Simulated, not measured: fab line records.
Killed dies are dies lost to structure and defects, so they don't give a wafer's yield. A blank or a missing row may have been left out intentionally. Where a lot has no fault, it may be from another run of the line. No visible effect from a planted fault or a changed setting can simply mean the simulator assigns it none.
fab line records    flow n5_finfet
record lots=24  wafers=72  last_day=18
route steps=1938 shown BEOL_M4@1097 BEOL_M5@1126
lots with no fault: from the same line, run without faults
start_h: hours from the record's first day to the start of the lot's first wafer shown    wait_h: hours from the lot's prior step to this one    " unchanged from the row above    L1.1+2: a single row standing in for several wafers    - no value, or no start was given    * or withheld: withheld    < > ~ a bound
route shown NAME@n: a module of which the file shows steps, and the number in the route of the first    usual: average and standard deviation across the fault-free wafers    same: alike in all rows    chamber/n: place in a boat    sites: per-site readings    _std_site: the standard deviation of these    _edge_site: mean of outer sites minus mean of inner sites    radius_mm: how far each site lies from the wafer's centre    mask NAME#n: copy n    behind: tool/chamber where the wafer was last shaped    hold: why the lot was held/for how many hours/how that ended    device: whichever transistor did not switch (one of n, p or np)    end of line: tests run on the same wafers once the route is complete    a step given without rows: its recipe and nothing more    killed: the dies lost at the first sort to structure and to defects; this is not the yield of the wafer    map: a wafer's dies, x killed, . not, _ none there
set.NAME: the setting the step ran with; set.NAME@STEP: the setting that earlier step ran with    model.NAME: the simulator's own value behind a step, which no gauge read
the route's steps for a sample of lots (tables are steps, rows are wafers)
services: when a tool's chamber went out of use (start_h, in hours from the record's first day, below 0 if earlier), for how many hours, and the reason
## steps
# step N5_BEOL_M4_ANNEAL_93
# recipe temp_c=400  time_s=240  ambient=vacuum
# usual heater_power_w=822/77
lot.wafer  tool            chamber  start_h  wait_h  heater_power_w
L074.3     pvd_sputter-02  -        167.94   0.0     847
L074.4     "               -        "        "       825
L074.6     "               -        "        "       708
L075.1     pvd_sputter-02  -        177.14   0.0     781
L075.3     "               -        "        "       852
L075.5     "               -        "        "       775
L076.3     pvd_sputter-02  -        186.98   0.0     849
L076.5     "               -        "        "       720
L076.6     "               -        "        "       854
L077.1     pvd_sputter-01  -        191.61   0.0     845
L077.2     "               -        "        "       766
L077.6     "               -        "        "       848
L078.3     pvd_sputter-02  -        196.10   0.0     849
L078.5     "               -        "        "       812
L078.6     "               -        "        "       858
L079.2     pvd_sputter-02  -        213.64   0.0     811
L079.3     "               -        "        "       775
L079.6     "               -        "        "       845
L081.1     pvd_sputter-01  -        216.11   0.0     785
L081.3     "               -        "        "       733
L081.6     "               -        "        "       774
L080.1     pvd_sputter-02  -        216.23   0.0     819
L080.2     "               -        "        "       704
L080.3     "               -        "        "       783
L082.4     pvd_sputter-03  -        219.78   0.0     1011
L082.5     "               -        "        "       886
L082.6     "               -        "        "       1007
L083.3     pvd_sputter-02  -        225.97   0.0     851
L083.4     "               -        "        "       708
L083.6     "               -        "        "       844
L084.1     pvd_sputter-02  -        233.11   0.0     833
L084.4     "               -        "        "       716
L084.6     "               -        "        "       785
L085.2     pvd_sputter-01  -        240.75   0.0     845
L085.3     "               -        "        "       777
L085.4     "               -        "        "       883
L086.1     pvd_sputter-03  -        243.38   0.0     891
L086.2     "               -        "        "       1017
L086.3     "               -        "        "       754
L087.1     pvd_sputter-01  -        248.06   0.0     902
L087.4     "               -        "        "       763
L087.5     "               -        "        "       740
L089.3     pvd_sputter-03  -        266.46   0.0     788
L089.4     "               -        "        "       876
L089.6     "               -        "        "       1029
L088.1     pvd_sputter-01  -        267.10   0.0     904
L088.3     "               -        "        "       863
L088.6     "               -        "        "       907
L090.2     pvd_sputter-02  -        267.54   0.0     874
L090.4     "               -        "        "       704
L090.6     "               -        "        "       683
L093.2     pvd_sputter-03  -        273.60   0.0     1033
L093.4     "               -        "        "       761
L093.5     "               -        "        "       1003
L091.2     pvd_sputter-03  -        278.26   0.0     868
L091.4     "               -        "        "       759
L091.5     "               -        "        "       761
L094.3     pvd_sputter-02  -        307.04   0.0     713
L094.4     "               -        "        "       771
L094.5     "               -        "        "       852
L096.2     pvd_sputter-01  -        310.09   0.0     737
L096.4     "               -        "        "       853
L096.6     "               -        "        "       745
L092.1     pvd_sputter-03  -        310.36   0.0     1011
L092.2     "               -        "        "       862
L092.5     "               -        "        "       1009
L095.2     pvd_sputter-01  -        313.08   0.0     856
L095.3     "               -        "        "       855
L095.5     "               -        "        "       854
L097.2     pvd_sputter-03  -        315.53   0.0     760
L097.3     "               -        "        "       895
L097.5     "               -        "        "       760
# step N5_BEOL_M5_CD_MEAS_11
# recipe target_cd_nm=27.74  landing_energy_ev=500  detector=se_inlens
# usual cd_nm=27.98/0.27
lot.wafer  tool       chamber  start_h  wait_h  cd_nm
L074.3     cd_sem-02  0        174.96   -       28.22
L074.4     "          0        "        "       28.66
L074.6     "          0        "        "       28.19
L075.1     cd_sem-01  0        181.42   -       28.11
L075.3     "          0        "        "       28.33
L075.5     "          0        "        "       28.34
L076.3     cd_sem-02  0        192.57   -       27.55
L076.5     "          0        "        "       27.97
L076.6     "          0        "        "       28.05
L077.1     cd_sem-03  0        195.78   -       27.84
L077.2     "          0        "        "       27.90
L077.6     "          0        "        "       27.80
L078.3     cd_sem-02  0        200.38   -       28.33
L078.5     "          0        "        "       27.98
L078.6     "          0        "        "       27.79
L079.2     cd_sem-01  0        217.91   -       28.50
L079.3     "          0        "        "       28.30
L079.6     "          0        "        "       28.10
L081.1     cd_sem-01  0        220.87   -       28.12
L081.3     "          0        "        "       27.88
L081.6     "          0        "        "       27.66
L080.1     cd_sem-01  0        220.91   -       28.11
L080.2     "          0        "        "       27.64
L080.3     "          0        "        "       27.53
L082.4     cd_sem-02  0        224.40   -       28.21
L082.5     "          0        "        "       28.01
L082.6     "          0        "        "       27.79
L083.3     cd_sem-03  0        230.71   -       28.04
L083.4     "          0        "        "       27.78
L083.6     "          0        "        "       27.59
L084.1     cd_sem-02  0        237.83   -       28.00
L084.4     "          0        "        "       28.61
L084.6     "          0        "        "       28.10
L085.2     cd_sem-02  0        245.73   -       28.23
L085.3     "          0        "        "       27.73
L085.4     "          0        "        "       28.04
L086.1     cd_sem-03  0        249.41   -       28.07
L086.2     "          0        "        "       27.82
L086.3     "          0        "        "       28.50
L087.1     cd_sem-01  0        252.44   -       27.62
L087.4     "          0        "        "       27.79
L087.5     "          0        "        "       27.79
L089.3     cd_sem-03  0        271.33   -       27.86
L089.4     "          0        "        "       28.00
L089.6     "          0        "        "       28.09
L088.1     cd_sem-02  0        271.55   -       27.75
L088.3     "          0        "        "       28.15
L088.6     "          0        "        "       28.12
L090.2     cd_sem-03  0        272.09   -       27.78
L090.4     "          0        "        "       27.84
L090.6     "          0        "        "       27.86
L093.2     cd_sem-02  0        277.29   -       27.93
L093.4     "          0        "        "       28.31
L093.5     "          0        "        "       28.06
L091.2     cd_sem-03  0        281.86   -       28.42
L091.4     "          0        "        "       28.35
L091.5     "          0        "        "       28.26
L094.3     cd_sem-01  0        311.36   -       27.86
L094.4     "          0        "        "       27.89
L094.5     "          0        "        "       27.56
L096.2     cd_sem-02  0        314.25   -       27.69
L096.4     "          0        "        "       27.97
L096.6     "          0        "        "       27.73
L092.1     cd_sem-03  0        317.26   -       27.65
L092.2     "          0        "        "       27.70
L092.5     "          0        "        "       28.40
L095.2     cd_sem-01  0        317.55   -       27.89
L095.3     "          0        "        "       28.12
L095.5     "          0        "        "       27.81
L097.2     cd_sem-02  0        323.39   -       28.15
L097.3     "          0        "        "       28.12
L097.5     "          0        "        "       27.99
# step N5_BEOL_M5_OVL_MEAS_12
# recipe points_per_wafer=522
# usual M5_OVL=-0.2/0.9
# same points_per_wafer=522
lot.wafer  tool        chamber  start_h  wait_h  M5_OVL[nm]
L074.3     overlay-02  0        175.00   0.0     0.0
L074.4     "           0        "        "       0.1
L074.6     "           0        "        "       0.5
L075.1     overlay-02  0        181.45   0.0     -1.5
L075.3     "           0        "        "       -1.4
L075.5     "           0        "        "       -0.2
L076.3     overlay-02  0        192.65   0.1     -0.9
L076.5     "           0        "        "       -0.8
L076.6     "           0        "        "       -0.3
L077.1     overlay-02  0        195.81   0.0     -1.3
L077.2     "           0        "        "       -1.4
L077.6     "           0        "        "       0.0
L078.3     overlay-02  0        200.42   0.0     -0.1
L078.5     "           0        "        "       -1.8
L078.6     "           0        "        "       -1.1
L079.2     overlay-02  0        217.94   0.0     0.4
L079.3     "           0        "        "       1.4
L079.6     "           0        "        "       0.9
L081.1     overlay-02  0        220.90   0.0     -0.9
L081.3     "           0        "        "       -1.8
L081.6     "           0        "        "       -1.1
L080.1     overlay-02  0        220.98   0.1     -1.9
L080.2     "           0        "        "       -0.7
L080.3     "           0        "        "       -1.3
L082.4     overlay-02  0        224.48   0.1     -1.0
L082.5     "           0        "        "       -1.2
L082.6     "           0        "        "       -0.1
L083.3     overlay-02  0        230.75   0.0     0.6
L083.4     "           0        "        "       0.9
L083.6     "           0        "        "       1.1
L084.1     overlay-02  0        237.87   0.0     -0.7
L084.4     "           0        "        "       0.6
L084.6     "           0        "        "       0.6
L085.2     overlay-02  0        245.77   0.0     -1.7
L085.3     "           0        "        "       -1.5
L085.4     "           0        "        "       -0.3
L086.1     overlay-02  0        249.44   0.0     0.6
L086.2     "           0        "        "       1.8
L086.3     "           0        "        "       1.4
L087.1     overlay-02  0        252.47   0.0     -0.3
L087.4     "           0        "        "       -0.8
L087.5     "           0        "        "       -0.7
L089.3     overlay-01  0        271.37   0.0     -0.5
L089.4     "           0        "        "       -1.5
L089.6     "           0        "        "       -1.4
L088.1     overlay-02  0        271.58   0.0     0.2
L088.3     "           0        "        "       1.4
L088.6     "           0        "        "       1.4
L090.2     overlay-02  0        272.13   0.0     -1.0
L090.4     "           0        "        "       -0.9
L090.6     "           0        "        "       -1.6
L093.2     overlay-02  0        277.32   0.0     0.5
L093.4     "           0        "        "       0.9
L093.5     "           0        "        "       0.9
L091.2     overlay-01  0        281.90   0.0     -1.0
L091.4     "           0        "        "       -0.4
L091.5     "           0        "        "       -0.6
L094.3     overlay-01  0        311.40   0.0     0.0
L094.4     "           0        "        "       1.0
L094.5     "           0        "        "       0.4
L096.2     overlay-02  0        314.29   0.0     0.2
L096.4     "           0        "        "       1.7
L096.6     "           0        "        "       1.0
L092.1     overlay-01  0        317.29   0.0     -1.2
L092.2     "           0        "        "       0.6
L092.5     "           0        "        "       -1.4
L095.2     overlay-02  0        317.58   0.0     -0.6
L095.3     "           0        "        "       0.0
L095.5     "           0        "        "       -0.2
L097.2     overlay-01  0        323.43   0.0     0.2
L097.3     "           0        "        "       0.7
L097.5     "           0        "        "       0.6
# step N5_BEOL_M5_OVL_MEAS_29
# recipe points_per_wafer=522
# usual V4_OVL=-0.3/0.65
# same points_per_wafer=522
lot.wafer  tool        chamber  start_h  wait_h  V4_OVL[nm]
L074.3     overlay-02  0        178.17   0.0     -0.9
L074.4     "           0        "        "       0.0
L074.6     "           0        "        "       -0.6
L075.1     overlay-02  0        182.77   0.0     -1.9
L075.3     "           0        "        "       -0.1
L075.5     "           0        "        "       -0.4
L076.3     overlay-02  0        193.63   0.0     0.0
L076.5     "           0        "        "       -0.6
L076.6     "           0        "        "       -1.0
L077.1     overlay-02  0        196.79   0.0     -0.1
L077.2     "           0        "        "       -0.3
L077.6     "           0        "        "       -0.3
L078.3     overlay-02  0        203.00   0.0     -0.7
L078.5     "           0        "        "       0.2
L078.6     "           0        "        "       0.1
L079.2     overlay-02  0        220.43   0.1     1.1
L079.3     "           0        "        "       -0.1
L079.6     "           0        "        "       0.1
L081.1     overlay-02  0        223.38   0.0     -0.8
L081.3     "           0        "        "       -0.2
L081.6     "           0        "        "       -0.8
L080.1     overlay-02  0        223.50   0.0     0.0
L080.2     "           0        "        "       0.4
L080.3     "           0        "        "       0.4
L082.4     overlay-02  0        226.83   0.0     -0.4
L082.5     "           0        "        "       -0.2
L082.6     "           0        "        "       -0.2
L083.3     overlay-02  0        233.05   0.0     -1.7
L083.4     "           0        "        "       -0.5
L083.6     "           0        "        "       -1.1
L084.1     overlay-02  0        240.18   0.0     -0.3
L084.4     "           0        "        "       -0.6
L084.6     "           0        "        "       1.1
L085.2     overlay-02  0        249.02   0.0     -0.6
L085.3     "           0        "        "       0.0
L085.4     "           0        "        "       -0.8
L086.1     overlay-02  0        250.98   0.0     -0.5
L086.2     "           0        "        "       -0.3
L086.3     "           0        "        "       0.1
L087.1     overlay-02  0        253.56   0.0     -0.6
L087.4     "           0        "        "       -1.2
L087.5     "           0        "        "       -0.4
L089.3     overlay-02  0        280.34   0.0     0.0
L089.4     "           0        "        "       0.1
L089.6     "           0        "        "       -0.7
L088.1     overlay-01  0        280.38   0.0     1.1
L088.3     "           0        "        "       0.8
L088.6     "           0        "        "       0.8
L090.2     overlay-01  0        280.44   0.0     0.6
L090.4     "           0        "        "       1.1
L090.6     "           0        "        "       0.9
L093.2     overlay-02  0        284.40   0.0     -0.4
L093.4     "           0        "        "       -0.7
L093.5     "           0        "        "       -1.2
L091.2     overlay-01  0        290.06   0.0     -0.9
L091.4     "           0        "        "       0.0
L091.5     "           0        "        "       -0.9
L094.3     overlay-01  0        313.05   0.0     -0.1
L094.4     "           0        "        "       -0.8
L094.5     "           0        "        "       -0.3
L096.2     overlay-02  0        316.20   0.0     0.2
L096.4     "           0        "        "       -0.5
L096.6     "           0        "        "       -0.3
L095.2     overlay-01  0        322.90   0.0     -1.2
L095.3     "           0        "        "       -0.3
L095.5     "           0        "        "       -1.1
L092.1     overlay-02  0        323.07   0.0     0.6
L092.2     "           0        "        "       0.0
L092.5     "           0        "        "       0.4
L097.2     overlay-02  0        330.45   0.0     -0.2
L097.3     "           0        "        "       -0.6
L097.5     "           0        "        "       -1.3
# step N5_BEOL_M5_ETCH_68
# recipe chemistry=N2/H2  target=SOC  target_depth_a=800  overetch_a=160  mask_material=SiARC  temp_c=40  time_s=120  ion_energy_ev=200  pressure_mtorr=30  source_w=840  bias_w=150  n2_flow_sccm=200  h2_flow_sccm=200
# usual drypump_motor_current_A=5.81/0.25  oes_product_au=0.59/0.059  rf_vpp_V=524.1/2.4  showerhead_plenum_p_Torr=2.55/0.081  throttle_valve_pct=17.8/0.34
lot.wafer  tool         chamber  start_h  wait_h  drypump_motor_current_A  oes_product_au  rf_hours_counter_h  rf_vpp_V  showerhead_plenum_p_Torr  throttle_valve_pct
L074.3     rie_diel-06  1        178.33   0.0     5.42                     0.59            153                 527.0     2.65                      18.0
L074.4     "            3        "        "       5.86                     0.66            -                   521.4     2.47                      17.3
L074.6     "            1        "        "       5.41                     0.58            -                   526.8     2.65                      18.0
L075.1     rie_diel-03  0        182.94   0.0     5.58                     0.68            35                  525.6     2.61                      17.9
L075.3     "            2        "        "       5.72                     0.67            47                  527.6     2.69                      17.4
L075.5     "            0        "        "       5.63                     0.70            -                   525.6     2.61                      17.9
L076.3     rie_diel-06  3        193.79   0.0     5.86                     0.65            57                  522.6     2.46                      17.3
L076.5     "            3        "        "       5.87                     0.66            -                   522.4     2.46                      17.3
L076.6     "            2        "        "       5.85                     0.57            -                   524.9     2.54                      18.1
L077.1     rie_diel-06  0        197.05   0.0     6.09                     0.55            215                 522.8     2.50                      17.9
L077.2     "            1        "        "       5.43                     0.58            160                 525.3     2.65                      18.0
L077.6     "            1        "        "       5.40                     0.58            -                   525.7     2.65                      18.0
L078.3     rie_diel-06  3        203.47   0.0     5.87                     0.65            61                  521.5     2.46                      17.3
L078.5     "            3        "        "       5.87                     0.65            -                   522.1     2.46                      17.3
L078.6     "            2        "        "       5.82                     0.56            -                   524.4     2.54                      18.1
L079.2     rie_diel-03  2        220.59   0.0     5.71                     0.67            60                  528.1     2.69                      17.4
L079.3     "            0        "        "       5.62                     0.67            49                  524.8     2.61                      17.9
L079.6     "            2        "        "       5.70                     0.66            -                   529.2     2.69                      17.4
L081.1     rie_diel-05  3        223.55   0.0     5.64                     0.66            37                  525.5     2.58                      17.6
L081.3     "            2        "        "       6.07                     0.53            213                 520.5     2.43                      18.2
L081.6     "            0        "        "       5.62                     0.70            -                   526.7     2.60                      17.3
L080.1     rie_diel-05  3        223.94   0.0     5.63                     0.66            37                  524.7     2.58                      17.6
L080.2     "            1        "        "       5.94                     0.53            222                 525.8     2.62                      18.2
L080.3     "            0        "        "       5.64                     0.70            15                  524.4     2.60                      17.3
L082.4     rie_diel-06  0        226.98   0.0     6.14                     0.54            225                 522.2     2.50                      17.9
L082.5     "            0        "        "       6.12                     0.54            -                   522.7     2.50                      17.9
L082.6     "            1        "        "       5.41                     0.57            -                   526.4     2.64                      18.0
L083.3     rie_diel-05  1        233.22   0.0     5.90                     0.52            225                 524.9     2.62                      18.2
L083.4     "            2        "        "       6.08                     0.52            216                 521.3     2.42                      18.2
L083.6     "            3        "        "       5.62                     0.66            -                   525.1     2.57                      17.6
L084.1     rie_diel-05  2        240.35   0.0     6.05                     0.53            218                 520.1     2.42                      18.2
L084.4     "            1        "        "       5.93                     0.53            -                   525.9     2.62                      18.2
L084.6     "            2        "        "       6.02                     0.53            -                   519.7     2.42                      18.2
L085.2     rie_diel-05  0        249.48   0.0     5.66                     0.68            25                  526.4     2.60                      17.3
L085.3     "            1        "        "       5.91                     0.52            231                 525.8     2.62                      18.2
L085.4     "            3        "        "       5.64                     0.66            42                  525.1     2.57                      17.7
L086.1     rie_diel-06  0        251.24   0.0     6.08                     0.54            233                 521.9     2.50                      17.9
L086.2     "            3        "        "       5.85                     0.63            78                  521.1     2.46                      17.3
L086.3     "            2        "        "       5.85                     0.56            187                 523.8     2.54                      18.2
L087.1     rie_diel-06  0        253.73   0.0     6.09                     0.53            234                 521.7     2.50                      17.9
L087.4     "            3        "        "       5.88                     0.64            -                   522.6     2.46                      17.3
L087.5     "            0        "        "       6.11                     0.54            -                   523.1     2.50                      17.9
L089.3     rie_diel-05  3        284.13   0.0     5.64                     0.65            50                  525.4     2.57                      17.7
L089.4     "            1        "        "       5.93                     0.52            239                 525.9     2.61                      18.2
L089.6     "            1        "        "       5.92                     0.52            -                   526.0     2.61                      18.2
L088.1     rie_diel-03  0        284.23   0.0     5.65                     0.64            75                  523.6     2.59                      17.9
L088.3     "            3        "        "       5.45                     0.59            152                 522.1     2.46                      18.1
L088.6     "            0        "        "       5.62                     0.64            -                   525.0     2.59                      17.9
L090.2     rie_diel-05  1        284.66   0.0     5.90                     0.52            239                 526.0     2.61                      18.2
L090.4     "            0        "        "       5.67                     0.67            33                  524.9     2.59                      17.4
L090.6     "            2        "        "       6.06                     0.52            -                   520.6     2.42                      18.2
L093.2     rie_diel-05  3        286.80   0.0     5.64                     0.64            51                  525.0     2.57                      17.7
L093.4     "            1        "        "       5.91                     0.52            240                 525.1     2.61                      18.2
L093.5     "            1        "        "       5.94                     0.52            -                   524.4     2.61                      18.3
L091.2     rie_diel-05  0        290.23   0.0     5.65                     0.68            36                  523.7     2.59                      17.4
L091.4     "            1        "        "       5.94                     0.52            241                 524.3     2.61                      18.2
L091.5     "            2        "        "       6.07                     0.52            -                   520.8     2.42                      18.2
L094.3     rie_diel-03  0        313.21   0.0     5.62                     0.64            84                  526.2     2.59                      17.9
L094.4     "            1        "        "       6.32                     0.54            206                 527.4     2.63                      17.6
L094.5     "            2        "        "       5.72                     0.63            -                   528.3     2.67                      17.5
L096.2     rie_diel-06  1        316.42   0.0     5.42                     0.57            185                 526.1     2.63                      18.0
L096.4     "            3        "        "       5.87                     0.63            87                  521.3     2.45                      17.3
L096.6     "            0        "        "       6.09                     0.53            -                   523.1     2.49                      17.9
L095.2     rie_diel-03  0        323.15   0.0     5.60                     0.64            86                  525.5     2.59                      17.9
L095.3     "            2        "        "       5.73                     0.63            98                  528.0     2.67                      17.5
L095.5     "            3        "        "       5.47                     0.58            -                   520.0     2.46                      18.1
L092.1     rie_diel-03  0        323.54   0.0     5.59                     0.63            87                  525.7     2.59                      18.0
L092.2     "            1        "        "       6.37                     0.54            209                 524.6     2.63                      17.6
L092.5     "            2        "        "       5.73                     0.62            -                   527.9     2.67                      17.5
L097.2     rie_diel-06  3        331.41   0.0     5.86                     0.62            91                  521.3     2.45                      17.3
L097.3     "            2        "        "       5.84                     0.55            198                 523.5     2.53                      18.2
L097.5     "            3        "        "       5.87                     0.62            -                   522.2     2.45                      17.3
# step N5_BEOL_M5_ANNEAL_49
# recipe temp_c=400  time_s=1800  ambient=vacuum
# usual heater_power_w=826/80
lot.wafer  tool            chamber  start_h  wait_h  heater_power_w
L074.3     pvd_sputter-03  -        180.21   0.0     881
L074.4     "               -        "        "       761
L074.6     "               -        "        "       802
L075.1     pvd_sputter-01  -        185.78   0.0     846
L075.3     "               -        "        "       869
L075.5     "               -        "        "       862
L076.3     pvd_sputter-02  -        196.80   0.0     838
L076.5     "               -        "        "       787
L076.6     "               -        "        "       694
L077.1     pvd_sputter-01  -        199.43   0.0     774
L077.2     "               -        "        "       864
L077.6     "               -        "        "       752
L078.3     pvd_sputter-02  -        205.58   0.0     700
L078.5     "               -        "        "       786
L078.6     "               -        "        "       827
L079.2     pvd_sputter-03  -        222.56   0.0     783
L079.3     "               -        "        "       885
L079.6     "               -        "        "       881
L081.1     pvd_sputter-01  -        225.58   0.0     860
L081.3     "               -        "        "       804
L081.6     "               -        "        "       896
L080.1     pvd_sputter-02  -        226.49   0.0     831
L080.2     "               -        "        "       771
L080.3     "               -        "        "       716
L082.4     pvd_sputter-03  -        229.36   0.0     777
L082.5     "               -        "        "       870
L082.6     "               -        "        "       743
L083.3     pvd_sputter-01  -        235.01   0.0     758
L083.4     "               -        "        "       876
L083.6     "               -        "        "       858
L084.1     pvd_sputter-01  -        242.31   0.0     754
L084.4     "               -        "        "       794
L084.6     "               -        "        "       787
L085.2     pvd_sputter-01  -        251.38   0.0     908
L085.3     "               -        "        "       761
L085.4     "               -        "        "       858
L086.1     pvd_sputter-02  -        254.79   0.0     853
L086.2     "               -        "        "       717
L086.3     "               -        "        "       841
L087.1     pvd_sputter-03  -        255.79   0.0     985
L087.4     "               -        "        "       766
L087.5     "               -        "        "       869
L089.3     pvd_sputter-03  -        285.61   0.0     895
L089.4     "               -        "        "       1023
L089.6     "               -        "        "       805
L088.1     pvd_sputter-01  -        285.75   0.0     753
L088.3     "               -        "        "       890
L088.6     "               -        "        "       740
L090.2     pvd_sputter-02  -        286.66   0.0     854
L090.4     "               -        "        "       781
L090.6     "               -        "        "       853
L093.2     pvd_sputter-01  -        291.67   0.0     759
L093.4     "               -        "        "       851
L093.5     "               -        "        "       890
L091.2     pvd_sputter-03  -        292.23   0.0     773
L091.4     "               -        "        "       750
L091.5     "               -        "        "       1042
L094.3     pvd_sputter-03  -        316.05   0.0     797
L094.4     "               -        "        "       1010
L094.5     "               -        "        "       818
L096.2     pvd_sputter-02  -        319.50   0.0     849
L096.4     "               -        "        "       792
L096.6     "               -        "        "       854
L095.2     pvd_sputter-02  -        325.22   0.0     804
L095.3     "               -        "        "       848
L095.5     "               -        "        "       855
L092.1     pvd_sputter-03  -        325.98   0.0     873
L092.2     "               -        "        "       756
L092.5     "               -        "        "       1025
L097.2     pvd_sputter-03  -        333.45   0.0     783
L097.3     "               -        "        "       760
L097.5     "               -        "        "       861
## services
tool            chamber  start_h  hours  kind
rie_diel-05     0        154.46   -      clean
rie_diel-05     0        154.46   -      consumable_replace:focus_ring
rie_diel-05     0        154.46   21.4   scheduled_down
rie_diel-05     0        154.46   21.4   vent_cycle
rie_diel-03     -        157.42   0.6    repair
rie_diel-03     3        181.91   13.3   repair
rie_diel-05     3        199.25   6.7    repair
rie_diel-05     -        215.61   0.7    repair
rie_diel-05     3        239.24   9.6    repair
rie_diel-06     2        252.13   10.8   repair
rie_diel-06     0        256.55   7.3    repair
rie_diel-06     1        257.61   3.4    repair
rie_diel-03     1        264.32   8.9    repair
rie_diel-05     -        264.84   14.6   pm
pvd_sputter-01  -        272.12   7.8    repair
rie_diel-06     3        291.33   1.9    repair
rie_diel-05     1        312.03   4.2    repair
rie_diel-05     1        326.87   -      clean
rie_diel-05     1        326.87   -      consumable_replace:focus_ring
rie_diel-05     1        326.87   16.5   scheduled_down
rie_diel-05     1        326.87   16.5   vent_cycle
rie_diel-05     -        329.63   7.5    repair
## key
fault none
